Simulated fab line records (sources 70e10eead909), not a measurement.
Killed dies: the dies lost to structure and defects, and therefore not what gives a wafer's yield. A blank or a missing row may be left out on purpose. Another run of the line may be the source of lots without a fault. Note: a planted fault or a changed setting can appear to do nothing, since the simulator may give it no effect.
Code-filled problem report in 8D (eight disciplines) form    flow nand-harc    the parts of the form that need people (team, actions taken, sign-off) are left out

1. WHAT IS WRONG
At NHARC_P_M1_SOFTBAKE_04, heater-power-total-W averages 180.66 W over 6 wafers from 2 lots, while fault-free wafers read 188.46 W, standard deviation 0.14. Measured from the usual mean, that is -56 standard deviations.
The step: time 55 s.
The first sign was on wafer L774.2 at day 8 03:00, on litho-track-06. At this step, 36 wafers from 12 lots have a number in the record. Rule for "out", or "out of limits": more than 4 standard deviations from the usual mean. All remaining wafers that have a number are taken as sound.

2. WHAT IT IS AND WHAT IT IS NOT
question                     is                      is not
which readings at this step  heater-power-total-W    -
which lots                   L774, L775              L766, L767, L772, L779, L782, L783, L784, L785, L787, L788
which wafers of those lots   all that have a number  -
read on which tools          litho-track-06          litho-track-01, litho-track-04
when                         from day 8 03:00        up to then (9 sound wafers); but 21 sound wafers of L779, L782, L783, L784, L785, L787, L788 came after

3. WHAT RULES OUT EACH SUSPECT
Counting: any tool at a process step up to the reading is kept as a suspect provided that every lot that is out went through it and no sound lot did after the first of them.
- litho-track-06 at NHARC_P_M1_SOFTBAKE_04 (time 55 s): kept. It processed each lot that is out, first L774 at day 8 03:00, and no sound lot thereafter; up to then, the last sound lot it processed was L772 at day 7 11:00. On those wafers its own readings are out: heater-power-total-W.
Remaining after the count: litho-track-06 at NHARC_P_M1_SOFTBAKE_04.

4. THE CAUSE (what the simulator had put in)
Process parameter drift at NHARC_P_M1_SOFTBAKE_04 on litho-track-06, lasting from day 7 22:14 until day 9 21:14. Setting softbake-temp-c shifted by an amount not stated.
Counting left only this tool.

5. THE CHAIN OF EFFECTS, in route order
Rows list readings where the struck wafers' mean (over those with a number) sits beyond 3 standard deviations from the usual. Readings are gone through only where the record gives a usual standard deviation; hours: the median, over the lots, of the time from a lot's start at the first step in this table giving one to that lot's start at this step; sigmas: the change measured in usual standard deviations.
hours  step                    reading               usual     on struck wafers  change  sigmas
0      NHARC_P_M1_SOFTBAKE_04  heater-power-total-W  188.46 W  180.66            -7.80   -56
The process steps in it:
- NHARC_P_M1_SOFTBAKE_04: time 55 s.
Later measuring or inspecting steps at which every struck wafer that the step has a row for has a number for every such reading, and none has moved that far: NHARC_P_M1_INSPECT_11.

6. HOW IT WOULD HAVE BEEN CAUGHT EARLIER
5 hours passed between the start of the fault at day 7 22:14 and the first reading out of limits in this record, taken at day 8 03:00.
